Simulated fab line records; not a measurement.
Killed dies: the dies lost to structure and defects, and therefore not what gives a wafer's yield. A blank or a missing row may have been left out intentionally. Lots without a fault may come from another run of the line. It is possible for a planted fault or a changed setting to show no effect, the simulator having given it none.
fab line records -- flow nand_harc
[record] lots = 13, wafers = 39, last_day = 33
route steps=1302 shown P_M2@333 P_BONDPAD@353 END@1302
lots untouched by any fault: they come from a run of this same line in which no faults occurred
start_h: start of the lot's first displayed wafer, in hours after the record's first day -- wait_h: time in hours since the lot's previous step -- " unchanged from the row above -- L1.1+2: several wafers, shown together as one row -- - either no value or no given start -- * or withheld: withheld -- < > ~ a bound
route shown NAME@n: NAME is a module with steps in the file, n the number in the route of the first one -- usual: mean and standard deviation over wafers with no fault -- same: alike in all rows -- chamber/n: place in a boat -- sites: the reading at each site -- _std_site: the values' standard deviation -- _edge_site: mean of outer sites minus mean of inner sites -- radius_mm: for every site, how far away it sits from the centre of the wafer -- mask NAME#n: copy n -- behind: tool/chamber where the wafer was last shaped -- hold: what put the lot on hold/how long, in hours/how the hold closed -- device: which transistor (n, p or np) failed to switch -- end of line: tests run on the same wafers once the route is complete -- a step with no rows: only its recipe -- killed: dies that structure and defects cost at the first sort, which is not the same as the wafer's yield -- map: dies across one wafer; x = killed, . = not, _ = none there
set.NAME: the setting as run; set.NAME@STEP: as run at that earlier step -- model.NAME: the simulator's own value behind a step, which no gauge read
the route's steps for a sample of lots (tables are steps, rows are wafers)
services: from which hour (start_h, from the record's first day; less than 0 if before it) a tool's chamber was out of use, for how many hours, and why
[[steps]]
[step NHARC_P_M2_ETCH_15]
[recipe] target_depth_a = 1825, time_s = 91.2, c4f8_flow_sccm = withheld, ar_flow_sccm = 400, rf_w = 600, bias_w = 300, chemistry = C4F8/Ar
[usual] oes_product_au = 0.944/0.023, rf_vpp_V = 440.7/2.4
lot.wafer,tool,chamber,start_h,wait_h,oes_product_au,rf_hours_counter_h,rf_vpp_V
L835.1,rie_diel-01,0,-,-,0.955,4.9,437.2
L835.2,rie_diel-01,1,-,-,0.943,4.3,442.4
L835.6,rie_diel-01,3,-,-,0.953,-,442.0
L836.3,rie_diel-01,2,-,-,0.956,3.7,439.3
L836.2,rie_diel-01,3,-,-,0.952,4.1,444.7
L836.4,rie_diel-01,1,-,-,0.960,4.5,443.5
L837.1,rie_diel-01,3,-,-,0.930,4.3,443.4
L837.2,rie_diel-01,1,-,-,0.914,4.7,443.0
L837.5,rie_diel-01,2,-,-,0.924,-,440.5
L840.2,rie_diel-01,3,-,-,0.925,6.2,442.6
L840.1,rie_diel-01,0,-,-,0.916,7.0,438.3
L840.5,rie_diel-01,0,-,-,0.916,-,438.5
L842.1,rie_diel-02,0,-,-,0.926,6.5,436.7
L842.3,rie_diel-02,1,-,-,0.921,8.3,441.0
L842.6,rie_diel-02,1,-,-,0.911,-,440.6
L844.1,rie_diel-01,3,-,-,0.975,0.1,444.1
L844.2,rie_diel-01,1,-,-,0.962,0.1,442.1
L844.5,rie_diel-01,0,-,-,0.959,-,437.5
L845.3,rie_diel-02,2,-,-,0.978,0.0,440.6
L845.5,rie_diel-02,3,-,-,0.962,-,440.3
L845.6,rie_diel-02,0,-,-,0.967,-,437.4
L847.3,rie_diel-01,0,-,-,0.969,2.3,435.5
L847.2,rie_diel-01,1,-,-,0.971,2.5,442.0
L847.6,rie_diel-01,3,-,-,0.972,-,442.3
L849.4,rie_diel-01,3,-,-,0.965,3.5,443.5
L849.5,rie_diel-01,0,-,-,0.971,-,437.0
L849.6,rie_diel-01,1,-,-,0.954,-,443.5
L854.2,rie_diel-01,2,-,-,0.939,6.0,438.3
L854.3,rie_diel-01,0,-,-,0.963,6.1,439.4
L854.5,rie_diel-01,2,-,-,0.956,-,440.3
L855.3,rie_diel-01,1,-,-,0.963,6.3,443.4
L855.1,rie_diel-01,3,-,-,0.972,6.8,441.9
L855.6,rie_diel-01,2,-,-,0.974,-,439.7
L857.1,rie_diel-02,3,-,-,0.919,5.0,440.6
L857.3,rie_diel-02,1,-,-,0.922,6.8,437.9
L857.4,rie_diel-02,2,-,-,0.931,5.3,438.2
L858.2,rie_diel-01,2,-,-,0.912,7.7,439.2
L858.4,rie_diel-01,3,-,-,0.920,8.0,444.3
L858.5,rie_diel-01,3,-,-,0.911,-,444.4
[step NHARC_P_M2_PVD_20]
[recipe] target_thk_a = 50, bias_v = 168.6, power_w = 15000, chamber_pressure_pa = 0.12, time_s = 8.06, substrate_temp_c = 50, material = TaN
[usual] throttle_valve_pct = 29.9/0.93
lot.wafer,tool,chamber,start_h,wait_h,throttle_valve_pct
L835.1,pvd_sputter-03,-,-,-,30.0
L835.2,pvd_sputter-03,-,-,-,28.6
L835.6,pvd_sputter-03,-,-,-,30.6
L836.3,pvd_sputter-03,-,-,-,30.1
L836.2,pvd_sputter-03,-,-,-,30.5
L836.4,pvd_sputter-03,-,-,-,28.5
L837.2,pvd_sputter-01,-,-,-,30.3
L837.1,pvd_sputter-01,-,-,-,28.9
L837.5,pvd_sputter-01,-,-,-,30.3
L840.2,pvd_sputter-02,-,-,-,30.8
L840.1,pvd_sputter-02,-,-,-,30.2
L840.5,pvd_sputter-02,-,-,-,29.4
L842.1,pvd_sputter-01,-,-,-,31.9
L842.3,pvd_sputter-01,-,-,-,30.6
L842.6,pvd_sputter-01,-,-,-,29.0
L844.1,pvd_sputter-03,-,-,-,28.6
L844.2,pvd_sputter-03,-,-,-,28.6
L844.5,pvd_sputter-03,-,-,-,30.6
L845.3,pvd_sputter-02,-,-,-,30.1
L845.5,pvd_sputter-02,-,-,-,30.6
L845.6,pvd_sputter-02,-,-,-,30.3
L847.3,pvd_sputter-02,-,-,-,29.6
L847.2,pvd_sputter-02,-,-,-,30.8
L847.6,pvd_sputter-02,-,-,-,30.7
L849.4,pvd_sputter-03,-,-,-,29.3
L849.5,pvd_sputter-03,-,-,-,28.5
L849.6,pvd_sputter-03,-,-,-,30.7
L854.3,pvd_sputter-03,-,-,-,30.5
L854.2,pvd_sputter-03,-,-,-,28.4
L854.5,pvd_sputter-03,-,-,-,28.7
L855.1,pvd_sputter-02,-,-,-,31.2
L855.3,pvd_sputter-02,-,-,-,29.7
L855.6,pvd_sputter-02,-,-,-,30.3
L857.3,pvd_sputter-02,-,-,-,30.0
L857.1,pvd_sputter-02,-,-,-,31.5
L857.4,pvd_sputter-02,-,-,-,29.8
L858.4,pvd_sputter-02,-,-,-,29.7
L858.2,pvd_sputter-02,-,-,-,30.0
L858.5,pvd_sputter-02,-,-,-,29.9
[step NHARC_P_M2_CMP_23]
[recipe] t_overpolish_s = 20, target_thk_nm = 144.3
[usual] edge_zone_pressure_frac = 1.000/0.0052, motor_current_A = 12.3/1.3, time_to_endpoint_s = 29.1/2.4
lot.wafer,tool,chamber,start_h,wait_h,edge_zone_pressure_frac,motor_current_A,time_to_endpoint_s
L835.1,cmp-04,3,138.72,-,1.002,14.2,27.4
L835.2,cmp-04,0,138.72,-,0.992,13.1,30.2
L835.6,cmp-04,3,138.72,-,1.001,14.2,29.1
L836.3,cmp-04,3,144.51,-,0.994,14.0,23.3
L836.4,cmp-04,1,144.51,-,0.999,11.1,28.4
L836.2,cmp-04,2,144.51,-,0.992,11.1,27.2
L837.1,cmp-04,1,149.35,-,1.000,10.8,28.2
L837.2,cmp-04,2,149.35,-,1.005,11.0,30.9
L837.5,cmp-04,1,149.35,-,1.004,10.8,30.2
L840.1,cmp-04,0,179.37,-,1.001,12.5,33.0
L840.2,cmp-04,2,179.37,-,1.000,11.4,30.4
L840.5,cmp-04,3,179.37,-,0.996,14.5,28.3
L842.3,cmp-01,3,196.55,-,0.997,11.1,30.1
L842.1,cmp-01,0,196.55,-,0.998,13.4,29.3
L842.6,cmp-01,3,196.55,-,1.004,10.6,28.4
L844.2,cmp-01,3,220.87,-,1.001,10.9,28.9
L844.1,cmp-01,0,220.87,-,1.002,13.7,24.4
L844.5,cmp-01,0,220.87,-,1.004,13.1,26.0
L845.3,cmp-03,3,234.76,-,1.009,12.8,26.8
L845.5,cmp-03,2,234.76,-,0.993,12.2,30.1
L845.6,cmp-03,3,234.76,-,1.010,13.8,27.4
L847.3,cmp-03,3,255.51,-,-,-,-
L847.2,cmp-03,2,255.51,-,-,-,-
L847.6,cmp-03,0,255.51,-,-,-,-
L849.4,cmp-04,2,277.59,-,-,-,-
L849.5,cmp-04,0,277.59,-,-,-,-
L849.6,cmp-04,1,277.59,-,-,-,-
L854.3,cmp-03,2,317.73,-,1.003,12.1,25.5
L854.2,cmp-03,0,317.73,-,1.003,14.3,25.5
L854.5,cmp-03,1,317.73,-,0.997,10.1,27.0
L855.3,cmp-04,2,332.17,-,0.998,11.4,25.1
L855.1,cmp-04,1,332.17,-,0.992,11.0,28.4
L855.6,cmp-04,3,332.17,-,1.004,14.0,25.0
L857.1,cmp-04,0,347.41,-,0.997,12.5,32.0
L857.3,cmp-04,2,347.41,-,1.001,11.2,29.5
L857.4,cmp-04,3,347.41,-,1.000,14.7,30.5
L858.4,cmp-03,3,363.43,-,1.000,13.5,25.4
L858.2,cmp-03,0,363.43,-,0.993,13.3,26.5
L858.5,cmp-03,3,363.43,-,1.006,12.9,27.0
[step NHARC_P_M2_THK_MEAS_24]
[recipe] thk_meas_gauge = xrf
[usual] thk_nm = 144.6/1.5
lot.wafer,tool,chamber,start_h,wait_h,thk_nm
L835.1,film_metro-02,-,139.04,-,142.4
L835.2,film_metro-02,-,139.04,-,145.5
L835.6,film_metro-02,-,139.04,-,143.5
L836.2,film_metro-01,-,144.82,-,144.4
L836.3,film_metro-01,-,144.82,-,144.2
L836.4,film_metro-01,-,144.82,-,143.5
L837.1,film_metro-01,-,149.67,-,148.4
L837.2,film_metro-01,-,149.67,-,145.6
L837.5,film_metro-01,-,149.67,-,142.8
L840.1,film_metro-01,-,179.66,-,146.7
L840.2,film_metro-01,-,179.66,-,145.4
L840.5,film_metro-01,-,179.66,-,144.8
L842.1,film_metro-01,-,196.87,-,144.4
L842.3,film_metro-01,-,196.87,-,145.6
L842.6,film_metro-01,-,196.87,-,145.2
L844.1,film_metro-01,-,221.18,-,142.9
L844.2,film_metro-01,-,221.18,-,144.2
L844.5,film_metro-01,-,221.18,-,144.0
L845.3,film_metro-01,-,235.05,-,145.0
L845.5,film_metro-01,-,235.05,-,144.7
L845.6,film_metro-01,-,235.05,-,141.8
L847.2,film_metro-02,-,255.83,0.2,392.9
L847.3,film_metro-02,-,255.83,0.2,399.1
L847.6,film_metro-02,-,255.83,0.2,397.7
L849.4,film_metro-01,-,277.85,0.2,397.4
L849.5,film_metro-01,-,277.85,0.2,402.1
L849.6,film_metro-01,-,277.85,0.2,399.9
L854.2,film_metro-01,-,318.01,-,143.7
L854.3,film_metro-01,-,318.01,-,143.5
L854.5,film_metro-01,-,318.01,-,143.6
L855.1,film_metro-02,-,332.48,-,147.5
L855.3,film_metro-02,-,332.48,-,143.3
L855.6,film_metro-02,-,332.48,-,140.5
L857.1,film_metro-01,-,347.73,-,144.6
L857.3,film_metro-01,-,347.73,-,143.2
L857.4,film_metro-01,-,347.73,-,143.4
L858.2,film_metro-01,-,363.74,-,145.8
L858.4,film_metro-01,-,363.74,-,142.9
L858.5,film_metro-01,-,363.74,-,145.0
[step NHARC_P_BONDPAD_THK_MEAS_33]
[recipe] thk_meas_gauge = ellipsometry
[usual] thk_nm = 200.2/1.6
lot.wafer,tool,chamber,start_h,wait_h,thk_nm
L835.1,film_metro-01,-,140.52,0.2,199.2
L835.2,film_metro-01,-,140.52,0.2,200.4
L835.6,film_metro-01,-,140.52,0.2,201.3
L836.2,film_metro-01,-,146.34,0.2,202.1
L836.3,film_metro-01,-,146.34,0.2,201.1
L836.4,film_metro-01,-,146.34,0.2,199.6
L837.1,film_metro-02,-,151.02,0.2,200.7
L837.2,film_metro-02,-,151.02,0.2,200.1
L837.5,film_metro-02,-,151.02,0.2,201.3
L840.1,film_metro-01,-,181.06,0.2,199.1
L840.2,film_metro-01,-,181.06,0.2,201.1
L840.5,film_metro-01,-,181.06,0.2,202.7
L842.1,film_metro-02,-,198.52,0.2,200.5
L842.3,film_metro-02,-,198.52,0.2,201.5
L842.6,film_metro-02,-,198.52,0.2,200.2
L844.1,film_metro-01,-,222.56,0.2,200.1
L844.2,film_metro-01,-,222.56,0.2,199.9
L844.5,film_metro-01,-,222.56,0.2,200.9
L845.3,film_metro-02,-,236.43,0.2,198.2
L845.5,film_metro-02,-,236.43,0.2,198.6
L845.6,film_metro-02,-,236.43,0.2,196.4
L854.2,film_metro-02,-,319.41,0.2,201.5
L854.3,film_metro-02,-,319.41,0.2,199.6
L854.5,film_metro-02,-,319.41,0.2,198.7
L855.1,film_metro-02,-,333.83,0.2,203.5
L855.3,film_metro-02,-,333.83,0.2,199.5
L855.6,film_metro-02,-,333.83,0.2,200.4
L857.1,film_metro-01,-,349.27,0.2,201.3
L857.3,film_metro-01,-,349.27,0.2,199.7
L857.4,film_metro-01,-,349.27,0.2,200.0
L858.2,film_metro-01,-,365.12,0.2,201.5
L858.4,film_metro-01,-,365.12,0.2,201.3
L858.5,film_metro-01,-,365.12,0.2,199.4
[step NHARC_END_SORT_01]
[recipe] temp_c = 25
[usual] defect_limited_yield = 91.1/2.9, killed_at_array = 55/20, killed_at_other = 0.7/0.96, killed_at_periphery = 4.1/2.4, killed_dies = 60/20, killed_open = 3.3/1.9, killed_short = 2.8/1.6
[same] gross_dies = 677
lot.wafer,tool,chamber,start_h,wait_h,defect_limited_yield[%],killed_at_array,killed_at_other,killed_at_periphery,killed_dies,killed_open,killed_short
L847.2,prober-01,0,690.93,2.8,0,64,3,610,677,3,1
L847.3,prober-01,0,691.73,3.1,0,55,1,621,677,2,3
L847.6,prober-01,0,694.14,4.0,0,62,3,612,677,3,3
L849.4,prober-02,0,715.88,3.4,0,68,0,609,677,6,4
L849.5,prober-02,0,716.68,3.7,0,59,0,618,677,7,4
L849.6,prober-02,0,717.49,4.0,0,61,2,614,677,6,1
// killed by level:class
L847.2 P_M2:area_cmp=605 A_CHANNEL_HOLE_D1:chamber_film_flake=32 A_CONTACT:chamber_film_flake=10 A_SLIT:chamber_film_flake=8 A_WL_FILL:chamber_film_flake=5 P_GATE:chamber_film_flake=4 THIN_TSV:chamber_film_flake=3 A_CHANNEL_FILL_D1:geometric_particle:open=2
L847.3 P_M2:area_cmp=613 A_CHANNEL_HOLE_D1:chamber_film_flake=34 A_CONTACT:chamber_film_flake=8 P_GATE:chamber_film_flake=3 P_CONTACT:chamber_film_flake=3 A_CHANNEL_HOLE_D2:chamber_film_flake=3 A_WL_FILL:chamber_film_flake=3 P_CONTACT:geometric_particle:short=1
L847.6 P_M2:area_cmp=603 A_CHANNEL_HOLE_D1:chamber_film_flake=30 A_CONTACT:chamber_film_flake=11 P_CONTACT:chamber_film_flake=5 A_SLIT:chamber_film_flake=5 A_CHANNEL_HOLE_D2:chamber_film_flake=3 A_WL_FILL:chamber_film_flake=3 THIN_TSV:chamber_film_flake=3
L849.4 P_M2:area_cmp=604 A_CHANNEL_HOLE_D1:chamber_film_flake=35 A_CHANNEL_HOLE_D2:chamber_film_flake=17 A_SLIT:chamber_film_flake=4 A_CHANNEL_FILL_D2:geometric_particle:short=3 P_GATE:chamber_film_flake=3 A_CHANNEL_FILL_D1:geometric_particle:open=2 A_M0:geometric_particle:open=2
L849.5 P_M2:area_cmp=614 A_CHANNEL_HOLE_D1:chamber_film_flake=24 A_CHANNEL_HOLE_D2:chamber_film_flake=17 A_DECK1_JOINT:chamber_film_flake=4 A_STAIRCASE:chamber_film_flake=3 A_ONON_D1:geometric_particle:open=2 A_ONON_D1:geometric_particle:short=2 A_M0:geometric_particle:open=2
L849.6 P_M2:area_cmp=610 A_CHANNEL_HOLE_D1:chamber_film_flake=32 A_CHANNEL_HOLE_D2:chamber_film_flake=16 A_DECK1_JOINT:chamber_film_flake=3 A_STAIRCASE:chamber_film_flake=3 STARTING-WAFER:geometric_particle:open=2 A_SLIT:chamber_film_flake=2 A_CONTACT:chamber_film_flake=2
[[services]]
tool,chamber,start_h,hours,kind
cmp-04,-,123.02,1.4,repair
cmp-03,-,127.34,74.2,repair
rie_diel-01,-,130.11,0.6,repair
pvd_sputter-03,-,153.36,22.0,repair
rie_diel-02,3,172.30,6.0,repair
rie_diel-01,1,173.57,6.1,repair
cmp-04,-,174.86,2.9,repair
pvd_sputter-03,-,175.37,10.0,pm
cmp-03,-,201.54,4.0,pm
rie_diel-01,-,203.80,9.0,pm
cmp-04,-,209.24,4.0,pm
rie_diel-02,-,216.82,9.0,pm
cmp-04,-,224.24,0.6,repair
rie_diel-01,0,233.48,6.0,repair
cmp-04,-,260.51,2.2,repair
rie_diel-02,2,261.66,1.5,repair
pvd_sputter-02,-,273.81,3.4,repair
cmp-03,-,277.94,1.6,repair
pvd_sputter-02,-,282.00,10.0,pm
cmp-03,-,299.54,4.0,pm
cmp-04,-,307.24,4.0,pm
cmp-03,-,332.02,1.9,repair
rie_diel-01,0,335.35,12.0,repair
pvd_sputter-03,-,353.37,10.0,pm
[[key]]
[first_sign] step = NHARC_P_M2_CMP_23, reading = tool_record, direction = missing
[effect] step = NHARC_P_M2_THK_MEAS_24, reading = thk_nm, direction = up, sigmas = 99+, usual = 144.6, struck = 398.2
[effect] step = NHARC_END_SORT_01, reading = killed_at_periphery, direction = up, sigmas = 99+, usual = 4.1, struck = 614
[more_kills_born_at] NHARC_P_M2_CMP_23@cmp-04 = 1828, NHARC_P_M2_CMP_23@cmp-03 = 1821
met_at NHARC_P_M2_CMP_23
struck_lots L847,L849
later_rows_left_out L847.2,L847.3,L847.6,L849.4,L849.5,L849.6
not_acting_at NHARC_P_M2_ETCH_15,NHARC_P_M2_PVD_20,NHARC_P_BONDPAD_THK_MEAS_33
onset_between 234.76 255.51
[fault] kind = skipped_step_whole, tool = cmp-03,cmp-04, chamber = -, onset_h = 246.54, steps = NHARC_P_M2_CMP_23, scope = struck_lots_only
// later_rows_left_out: the simulator's readings of these wafers behind a module that went badly wrong aren't trusted and aren't shown, but for the sort
